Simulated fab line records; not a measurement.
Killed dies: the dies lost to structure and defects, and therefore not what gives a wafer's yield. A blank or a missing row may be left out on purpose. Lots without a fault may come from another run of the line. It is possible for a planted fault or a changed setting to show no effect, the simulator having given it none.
Comparing a struck lot with a sound one + flow nand harc + 18 steps out of a route of 1302
Sound: the wafers L734.2, L734.3, L734.4. The struck wafers were L728.2, L728.4, L728.5. At the end, the cause is stated.
For every step that has rows: the tool of each side, followed by ch and its chambers, followed by its first start. Under that, the readings that differ: sound wafers + struck wafers + difference of the means + sigmas: that difference in standard deviations of wafers without a fault.
alike: same words and numbers on both sides, and readings whose means sit less than 2 such deviations apart. not compared: any withheld reading, any reading some wafer has no value for, any bound like >300 that may hide the same value, and any number with overlapping values for which the record gives no deviation.
A row with sigmas, a row that says differs or no value, or rows on one side alone: a step with any of these is where the two part. Numbers that don't overlap but have no deviation are shown without sigmas and don't part them. A reading that every wafer of one side lacks parts them only if that side has two wafers or more.

NHARC_P_GATE_CD_MEAS_46: target cd 720 nm.
  sound on cd sem-02 ch 0, day 11 23:08; struck on cd sem-03 ch 0, day 9 00:50
  alike: cd nm
then, 1 step without rows for these wafers: NHARC_P_GATE_HARDBAKE_47 (time 80 s).
NHARC_P_GATE_DESCUM_48: chemistry O2, time 3 s.
  sound on rie diel-10 ch 1,2,3, day 11 23:17; struck on rie diel-03 ch 1,2, day 9 01:00
  alike: drypump motor current A, oes product au, rf vpp V, showerhead plenum p Torr, throttle valve pct
  not compared: rf hours counter h
following that, these wafers have no rows for 1 step: NHARC_P_GATE_IMPLANT_49.
NHARC_P_GATE_STRIP_111: strips in N2/H2, time 250 s.
  sound on plasma asher-02 ch 0,1, day 11 23:44; struck on plasma asher-01 ch 0,1, day 9 01:25
| reading                     | sound       | struck      | difference | sigmas |
|-----------------------------|-------------|-------------|------------|--------|
| drypump motor current A (A) | 6.2 6.2 6.2 | 5.2 5.6 5.2 | -0.9       | -2     |
  alike: heater power w
  not compared: rf hours counter h
NHARC_P_GATE_STRIP_75: strips in O2.
  sound on plasma asher-02 ch 0,1, day 12 00:00; struck on plasma asher-01 ch 0,1, day 9 01:41
| reading                     | sound       | struck      | difference | sigmas |
|-----------------------------|-------------|-------------|------------|--------|
| drypump motor current A (A) | 6.2 6.2 6.2 | 5.2 5.6 5.2 | -0.9       | -2     |
  alike: heater power w
  not compared: rf hours counter h
then, 6 steps without rows for these wafers: NHARC_P_GATE_STRIP_50 (strips in SPM, time 900 s); NHARC_P_GATE_DEHYDRATE_51 (time 120 s); NHARC_P_GATE_HMDS_52 (time 30 s); NHARC_P_GATE_COAT_53; NHARC_P_GATE_SOFTBAKE_54 (time 95 s); NHARC_P_GATE_EBR_55.
NHARC_P_GATE_EXPOSE_56: exposes mask P PSD, target cd 720 nm.
  sound on krf scanner-04 ch 0, day 12 00:38; struck on krf scanner-02 ch 0, day 9 02:19
| reading              | sound                | struck               | difference | sigmas      |
|----------------------|----------------------|----------------------|------------|-------------|
| exposure dose mJ cm2 | 14.814 14.814 14.796 | 10.808 10.801 10.788 | -4.009     | -99 or more |
  alike: mask
then, 2 steps without rows for these wafers: NHARC_P_GATE_PEB_57 (peb time 85 s); NHARC_P_GATE_DEVELOP_58 (time 70 s).
NHARC_P_GATE_CD_MEAS_59: target cd 720 nm.
  sound on cd sem-01 ch 0, day 12 00:47; struck on cd sem-03 ch 0, day 9 02:29
| reading    | sound             | struck            | difference | sigmas |
|------------|-------------------|-------------------|------------|--------|
| cd nm (nm) | 720.7 721.1 719.9 | 664.7 666.0 664.0 | -55.7      | -31    |
then, 1 step without rows for these wafers: NHARC_P_GATE_HARDBAKE_60 (time 80 s).
-- jump in the record: it breaks off in module P_GATE and resumes in module END (first step shown: number 1302 of the route), and 19 days separate the struck wafers' starts before and after --
NHARC_END_SORT_01:
  at this point the record logs the struck wafers (prober-01 ch 0, day 28 01:58) and has no rows for the sound ones

WHERE THEY PART
At NHARC_P_GATE_STRIP_111 first; at NHARC_END_SORT_01 last (within this record only).

WHY: what had been put in by the simulator
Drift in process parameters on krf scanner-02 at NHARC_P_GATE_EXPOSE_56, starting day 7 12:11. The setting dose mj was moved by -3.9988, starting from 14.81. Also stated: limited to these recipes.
